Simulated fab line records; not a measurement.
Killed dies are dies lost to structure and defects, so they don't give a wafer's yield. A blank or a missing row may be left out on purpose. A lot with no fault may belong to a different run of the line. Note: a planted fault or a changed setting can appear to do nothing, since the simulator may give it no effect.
Which of the tools did it? / flow nandHarc / Sampling: 11 lots, 33 wafers, 4 of 1302 route steps

WHAT EACH GAUGE READ, for each wafer
No reading from a measuring or inspecting step in the record can be judged against a usual standard deviation.

WHICH TOOL RAN EACH LOT (tool, then ch and the chambers of the sampled wafers, then the start)
lot=L283; NHARC_P_STI_ETCH_31=rieDiel-03 ch 1,2, day 3 19:32 or earlier; NHARC_P_STI_ETCH_15=rieSi-05 ch 0,2, day 3 19:32; NHARC_P_GATE_HM_OPEN_105=rieDiel-08 ch 2,3, day 6 04:12 or earlier; NHARC_P_GATE_ETCH_32=rieSi-01 ch 0,1, day 6 04:12
lot=L285; NHARC_P_STI_ETCH_31=rieDiel-06 ch 2,3, day 4 11:43 or earlier; NHARC_P_STI_ETCH_15=rieSi-04 ch 0,1, day 4 11:43; NHARC_P_GATE_HM_OPEN_105=rieDiel-08 ch 2,3, day 6 14:43 or earlier; NHARC_P_GATE_ETCH_32=rieSi-03 ch 0,1,2, day 6 14:43
lot=L286; NHARC_P_STI_ETCH_31=rieDiel-01 ch 0,1,2, day 4 20:53 or earlier; NHARC_P_STI_ETCH_15=rieSi-05 ch 0,1,2, day 4 20:53; NHARC_P_GATE_HM_OPEN_105=rieDiel-07 ch 1,3, day 7 05:34 or earlier; NHARC_P_GATE_ETCH_32=rieSi-01 ch 1,2,3, day 7 05:34
lot=L287; NHARC_P_STI_ETCH_31=rieDiel-01 ch 0,1, day 5 09:14 or earlier; NHARC_P_STI_ETCH_15=rieSi-05 ch 0,1,2, day 5 09:14; NHARC_P_GATE_HM_OPEN_105=rieDiel-07 ch 0,2, day 7 16:23 or earlier; NHARC_P_GATE_ETCH_32=rieSi-03 ch 0,2,3, day 7 16:23
lot=L289; NHARC_P_STI_ETCH_31=rieDiel-01 ch 2,3, day 6 06:17 or earlier; NHARC_P_STI_ETCH_15=rieSi-04 ch 1,2,3, day 6 06:17; NHARC_P_GATE_HM_OPEN_105=rieDiel-08 ch 0,1, day 8 09:01 or earlier; NHARC_P_GATE_ETCH_32=rieSi-03 ch 0,1,3, day 8 09:01
lot=L293; NHARC_P_STI_ETCH_31=rieDiel-03 ch 2,3, day 7 19:17 or earlier; NHARC_P_STI_ETCH_15=rieSi-05 ch 0,1, day 7 19:17; NHARC_P_GATE_HM_OPEN_105=rieDiel-07 ch 0,1,3, day 10 00:02 or earlier; NHARC_P_GATE_ETCH_32=rieSi-03 ch 0,3, day 10 00:02
lot=L296; NHARC_P_STI_ETCH_31=rieDiel-06 ch 1,2, day 9 04:04 or earlier; NHARC_P_STI_ETCH_15=rieSi-04 ch 1,2,3, day 9 04:04; NHARC_P_GATE_HM_OPEN_105=rieDiel-05 ch 0,1, day 11 06:47 or earlier; NHARC_P_GATE_ETCH_32=rieSi-03 ch 0,1,2, day 11 06:47
lot=L297; NHARC_P_STI_ETCH_31=rieDiel-03 ch 0,3, day 9 13:16 or earlier; NHARC_P_STI_ETCH_15=rieSi-04 ch 2,3, day 9 13:16; NHARC_P_GATE_HM_OPEN_105=rieDiel-05 ch 1,3, day 12 02:25 or earlier; NHARC_P_GATE_ETCH_32=rieSi-03 ch 0,1,2, day 12 02:25
lot=L302; NHARC_P_STI_ETCH_31=rieDiel-03 ch 1,2,3, day 11 13:52 or earlier; NHARC_P_STI_ETCH_15=rieSi-02 ch 0,1,3, day 11 13:52; NHARC_P_GATE_HM_OPEN_105=rieDiel-07 ch 1,2,3, day 14 05:33 or earlier; NHARC_P_GATE_ETCH_32=rieSi-01 ch 0,2,3, day 14 05:33
lot=L303; NHARC_P_STI_ETCH_31=rieDiel-06 ch 1,2, day 12 01:20 or earlier; NHARC_P_STI_ETCH_15=rieSi-04 ch 0,3, day 12 01:20; NHARC_P_GATE_HM_OPEN_105=rieDiel-05 ch 0,3, day 14 12:23 or earlier; NHARC_P_GATE_ETCH_32=rieSi-01 ch 1,3, day 14 12:23
lot=L304; NHARC_P_STI_ETCH_31=rieDiel-03 ch 1,3, day 12 16:58 or earlier; NHARC_P_STI_ETCH_15=rieSi-05 ch 0,2,3, day 12 16:58; NHARC_P_GATE_HM_OPEN_105=rieDiel-08 ch 0,1, day 15 01:47 or earlier; NHARC_P_GATE_ETCH_32=rieSi-01 ch 0,2, day 15 01:47
- NHARC_P_STI_ETCH_31: etches the open film in CF4/CHF3, target depth 108.9 nm, time 54.5 s.
- NHARC_P_STI_ETCH_15: etches the open film in HBr/Cl2, target depth 300 nm, time 100.1 s.
- NHARC_P_GATE_HM_OPEN_105: chemistry O2/COS, target depth 360 nm.
- NHARC_P_GATE_ETCH_32: etches the open film in HBr/Cl2, target depth 150 nm, time 100.1 s.

WHAT THE TOOLS THEMSELVES READ (means of the sampled wafers that have a number; where no wafer has one, the mark that the record gives instead)
NHARC_P_STI_ETCH_31. Usual: drypumpMotorCurrentA 5.6 A, standard deviation 0.46; oesProductAu 0.967 a.u., standard deviation 0.017; rfVppV 371.6 V, standard deviation 2.5; showerheadPlenumPTorr 1.60 Torr, standard deviation 0.076; throttleValvePct 16.804 %, standard deviation 0.0087.
lot=L283; tool=rieDiel-03; drypumpMotorCurrentA (A)=5.9; oesProductAu (a.u.)=0.970; rfVppV (V)=372.6; showerheadPlenumPTorr (Torr)=1.61; throttleValvePct (%)=16.812; flag=
lot=L285; tool=rieDiel-06; drypumpMotorCurrentA (A)=5.7; oesProductAu (a.u.)=0.963; rfVppV (V)=371.4; showerheadPlenumPTorr (Torr)=1.60; throttleValvePct (%)=16.798; flag=
lot=L286; tool=rieDiel-01; drypumpMotorCurrentA (A)=5.4; oesProductAu (a.u.)=0.967; rfVppV (V)=371.0; showerheadPlenumPTorr (Torr)=1.58; throttleValvePct (%)=16.803; flag=
lot=L287; tool=rieDiel-01; drypumpMotorCurrentA (A)=5.1; oesProductAu (a.u.)=0.976; rfVppV (V)=373.3; showerheadPlenumPTorr (Torr)=1.63; throttleValvePct (%)=16.811; flag=
lot=L289; tool=rieDiel-01; drypumpMotorCurrentA (A)=5.1; oesProductAu (a.u.)=0.959; rfVppV (V)=372.0; showerheadPlenumPTorr (Torr)=1.62; throttleValvePct (%)=16.797; flag=
lot=L293; tool=rieDiel-03; drypumpMotorCurrentA (A)=6.0; oesProductAu (a.u.)=0.926; rfVppV (V)=374.5; showerheadPlenumPTorr (Torr)=1.68; throttleValvePct (%)=16.794; flag=
lot=L296; tool=rieDiel-06; drypumpMotorCurrentA (A)=5.5; oesProductAu (a.u.)=0.986; rfVppV (V)=373.1; showerheadPlenumPTorr (Torr)=1.64; throttleValvePct (%)=16.801; flag=
lot=L297; tool=rieDiel-03; drypumpMotorCurrentA (A)=5.8; oesProductAu (a.u.)=0.970; rfVppV (V)=371.6; showerheadPlenumPTorr (Torr)=1.62; throttleValvePct (%)=16.807; flag=
lot=L302; tool=rieDiel-03; drypumpMotorCurrentA (A)=6.0; oesProductAu (a.u.)=0.970; rfVppV (V)=371.3; showerheadPlenumPTorr (Torr)=1.61; throttleValvePct (%)=16.807; flag=
lot=L303; tool=rieDiel-06; drypumpMotorCurrentA (A)=5.5; oesProductAu (a.u.)=0.954; rfVppV (V)=372.8; showerheadPlenumPTorr (Torr)=1.64; throttleValvePct (%)=16.800; flag=
lot=L304; tool=rieDiel-03; drypumpMotorCurrentA (A)=6.1; oesProductAu (a.u.)=0.980; rfVppV (V)=370.1; showerheadPlenumPTorr (Torr)=1.55; throttleValvePct (%)=16.803; flag=

NHARC_P_STI_ETCH_15. Usual: drypumpMotorCurrentA 5.8 A, standard deviation 0.61; mfcCl2Sccm 49.98 sccm, standard deviation 0.15; oesProductAu 0.996 a.u., standard deviation 0.01; throttleValvePct 26.407 %, standard deviation 0.0095.
lot=L283; tool=rieSi-05; drypumpMotorCurrentA (A)=5.8; mfcCl2Sccm (sccm)=50.01; oesProductAu (a.u.)=0.999; throttleValvePct (%)=26.409; flag=
lot=L285; tool=rieSi-04; drypumpMotorCurrentA (A)=5.6; mfcCl2Sccm (sccm)=49.88; oesProductAu (a.u.)=1.000; throttleValvePct (%)=26.396; flag=
lot=L286; tool=rieSi-05; drypumpMotorCurrentA (A)=5.6; mfcCl2Sccm (sccm)=49.91; oesProductAu (a.u.)=0.996; throttleValvePct (%)=26.411; flag=
lot=L287; tool=rieSi-05; drypumpMotorCurrentA (A)=5.6; mfcCl2Sccm (sccm)=49.98; oesProductAu (a.u.)=0.984; throttleValvePct (%)=26.405; flag=
lot=L289; tool=rieSi-04; drypumpMotorCurrentA (A)=6.3; mfcCl2Sccm (sccm)=50.05; oesProductAu (a.u.)=0.999; throttleValvePct (%)=26.414; flag=
lot=L293; tool=rieSi-05; drypumpMotorCurrentA (A)=5.3; mfcCl2Sccm (sccm)=49.98; oesProductAu (a.u.)=0.997; throttleValvePct (%)=26.411; flag=
lot=L296; tool=rieSi-04; drypumpMotorCurrentA (A)=6.3; mfcCl2Sccm (sccm)=49.98; oesProductAu (a.u.)=0.996; throttleValvePct (%)=26.412; flag=
lot=L297; tool=rieSi-04; drypumpMotorCurrentA (A)=6.5; mfcCl2Sccm (sccm)=50.09; oesProductAu (a.u.)=1.006; throttleValvePct (%)=26.403; flag=
lot=L302; tool=rieSi-02; drypumpMotorCurrentA (A)=6.1; mfcCl2Sccm (sccm)=50.03; oesProductAu (a.u.)=0.995; throttleValvePct (%)=26.408; flag=
lot=L303; tool=rieSi-04; drypumpMotorCurrentA (A)=5.9; mfcCl2Sccm (sccm)=49.96; oesProductAu (a.u.)=1.001; throttleValvePct (%)=26.411; flag=
lot=L304; tool=rieSi-05; drypumpMotorCurrentA (A)=5.5; mfcCl2Sccm (sccm)=49.93; oesProductAu (a.u.)=1.001; throttleValvePct (%)=26.400; flag=

NHARC_P_GATE_HM_OPEN_105. Usual: drypumpMotorCurrentA 5.4 A, standard deviation 0.41; oesProductAu 0.998 a.u., standard deviation 0.012; rfVppV 467 V, standard deviation 3.3; showerheadPlenumPTorr 3.10 Torr, standard deviation 0.15; throttleValvePct 28.330 %, standard deviation 0.0089.
lot=L283; tool=rieDiel-08; drypumpMotorCurrentA (A)=5.0; oesProductAu (a.u.)=0.996; rfVppV (V)=469; showerheadPlenumPTorr (Torr)=3.21; throttleValvePct (%)=28.325; flag=
lot=L285; tool=rieDiel-08; drypumpMotorCurrentA (A)=5.1; oesProductAu (a.u.)=0.990; rfVppV (V)=469; showerheadPlenumPTorr (Torr)=3.21; throttleValvePct (%)=28.333; flag=
lot=L286; tool=rieDiel-07; drypumpMotorCurrentA (A)=5.2; oesProductAu (a.u.)=1.005; rfVppV (V)=467; showerheadPlenumPTorr (Torr)=3.11; throttleValvePct (%)=28.331; flag=
lot=L287; tool=rieDiel-07; drypumpMotorCurrentA (A)=5.6; oesProductAu (a.u.)=0.989; rfVppV (V)=467; showerheadPlenumPTorr (Torr)=3.08; throttleValvePct (%)=28.331; flag=
lot=L289; tool=rieDiel-08; drypumpMotorCurrentA (A)=5.6; oesProductAu (a.u.)=1.018; rfVppV (V)=464; showerheadPlenumPTorr (Torr)=2.94; throttleValvePct (%)=28.327; flag=
lot=L293; tool=rieDiel-07; drypumpMotorCurrentA (A)=5.3; oesProductAu (a.u.)=0.998; rfVppV (V)=466; showerheadPlenumPTorr (Torr)=3.10; throttleValvePct (%)=28.337; flag=
lot=L296; tool=rieDiel-05; drypumpMotorCurrentA (A)=5.4; oesProductAu (a.u.)=0.987; rfVppV (V)=464; showerheadPlenumPTorr (Torr)=2.96; throttleValvePct (%)=28.330; flag=
lot=L297; tool=rieDiel-05; drypumpMotorCurrentA (A)=5.1; oesProductAu (a.u.)=1.000; rfVppV (V)=468; showerheadPlenumPTorr (Torr)=3.17; throttleValvePct (%)=28.327; flag=
lot=L302; tool=rieDiel-07; drypumpMotorCurrentA (A)=5.4; oesProductAu (a.u.)=1.006; rfVppV (V)=469; showerheadPlenumPTorr (Torr)=3.20; throttleValvePct (%)=28.331; flag=
lot=L303; tool=rieDiel-05; drypumpMotorCurrentA (A)=5.4; oesProductAu (a.u.)=0.978; rfVppV (V)=467; showerheadPlenumPTorr (Torr)=3.12; throttleValvePct (%)=28.334; flag=
lot=L304; tool=rieDiel-08; drypumpMotorCurrentA (A)=5.6; oesProductAu (a.u.)=1.012; rfVppV (V)=463; showerheadPlenumPTorr (Torr)=2.93; throttleValvePct (%)=28.327; flag=

NHARC_P_GATE_ETCH_32. Usual: drypumpMotorCurrentA 5.7 A, standard deviation 0.46; mfcCl2Sccm 50.00 sccm, standard deviation 0.16; oesProductAu 0.999 a.u., standard deviation 0.0091; throttleValvePct 26.406 %, standard deviation 0.0094.
lot=L283; tool=rieSi-01; drypumpMotorCurrentA (A)=5.7; mfcCl2Sccm (sccm)=49.99; oesProductAu (a.u.)=0.991; throttleValvePct (%)=26.411; flag=
lot=L285; tool=rieSi-03; drypumpMotorCurrentA (A)=5.6; mfcCl2Sccm (sccm)=50.17; oesProductAu (a.u.)=1.002; throttleValvePct (%)=26.402; flag=
lot=L286; tool=rieSi-01; drypumpMotorCurrentA (A)=5.8; mfcCl2Sccm (sccm)=50.06; oesProductAu (a.u.)=0.996; throttleValvePct (%)=26.405; flag=
lot=L287; tool=rieSi-03; drypumpMotorCurrentA (A)=5.3; mfcCl2Sccm (sccm)=50.00; oesProductAu (a.u.)=1.003; throttleValvePct (%)=26.406; flag=
lot=L289; tool=rieSi-03; drypumpMotorCurrentA (A)=5.6; mfcCl2Sccm (sccm)=50.03; oesProductAu (a.u.)=0.999; throttleValvePct (%)=26.404; flag=
lot=L293; tool=rieSi-03; drypumpMotorCurrentA (A)=5.2; mfcCl2Sccm (sccm)=49.89; oesProductAu (a.u.)=0.995; throttleValvePct (%)=26.417; flag=
lot=L296; tool=rieSi-03; drypumpMotorCurrentA (A)=5.5; mfcCl2Sccm (sccm)=46.65; oesProductAu (a.u.)=1.010; throttleValvePct (%)=26.213; flag=OFF
lot=L297; tool=rieSi-03; drypumpMotorCurrentA (A)=5.6; mfcCl2Sccm (sccm)=46.76; oesProductAu (a.u.)=0.996; throttleValvePct (%)=26.211; flag=OFF
lot=L302; tool=rieSi-01; drypumpMotorCurrentA (A)=6.0; mfcCl2Sccm (sccm)=49.95; oesProductAu (a.u.)=0.991; throttleValvePct (%)=26.406; flag=
lot=L303; tool=rieSi-01; drypumpMotorCurrentA (A)=5.7; mfcCl2Sccm (sccm)=50.13; oesProductAu (a.u.)=1.001; throttleValvePct (%)=26.404; flag=
lot=L304; tool=rieSi-01; drypumpMotorCurrentA (A)=5.7; mfcCl2Sccm (sccm)=50.03; oesProductAu (a.u.)=1.002; throttleValvePct (%)=26.406; flag=

THE ANSWER, worked out from the rows above alone
Rule: a lot counts as off when the mean over its wafers that have a number is more than 3 standard deviations away from the usual mean. A lot without any number at a reading at which 4 lots or more have one is off too. Any other lot the step has rows for is counted as sound. After the gauges, taken in route order, come the tools' own readings; for these a lot's mean is taken, as printed above. The first step at which some lot is off is used, and at that step the reading that is off furthest; a lot without a number counts as furthest.
Off: L296, L297, at NHARC_P_GATE_ETCH_32 (mfcCl2Sccm).
A tool fits if, at that step or a process step before it, it ran every lot that is off, and no sound lot after the first of them. Because NHARC_P_STI_ETCH_31 lacks a start for some lots, the hours and order of its lots are taken from NHARC_P_STI_ETCH_15. Because NHARC_P_GATE_HM_OPEN_105 lacks a start for some lots, the hours and order of its lots are taken from NHARC_P_GATE_ETCH_32. One fits: NHARC_P_GATE_ETCH_32 on rieSi-03. Its last sound lot is L293 (day 10 00:02), its first lot that is off L296 (day 11 06:47): a fault that began between those two fits.
The tool's own readings at NHARC_P_GATE_ETCH_32 bear it out: on the lots that are off they differ by more than 5 times the standard deviation of the sound lots' means. mfcCl2Sccm reads 46.70 sccm there against 50.03 sccm on the sound lots; throttleValvePct reads 26.212 % there against 26.407 % on the sound lots.

WHAT WAS PUT IN BY THE SIMULATOR
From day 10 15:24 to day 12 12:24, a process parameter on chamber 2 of rieSi-03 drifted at NHARC_P_GATE_ETCH_32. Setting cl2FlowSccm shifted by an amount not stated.
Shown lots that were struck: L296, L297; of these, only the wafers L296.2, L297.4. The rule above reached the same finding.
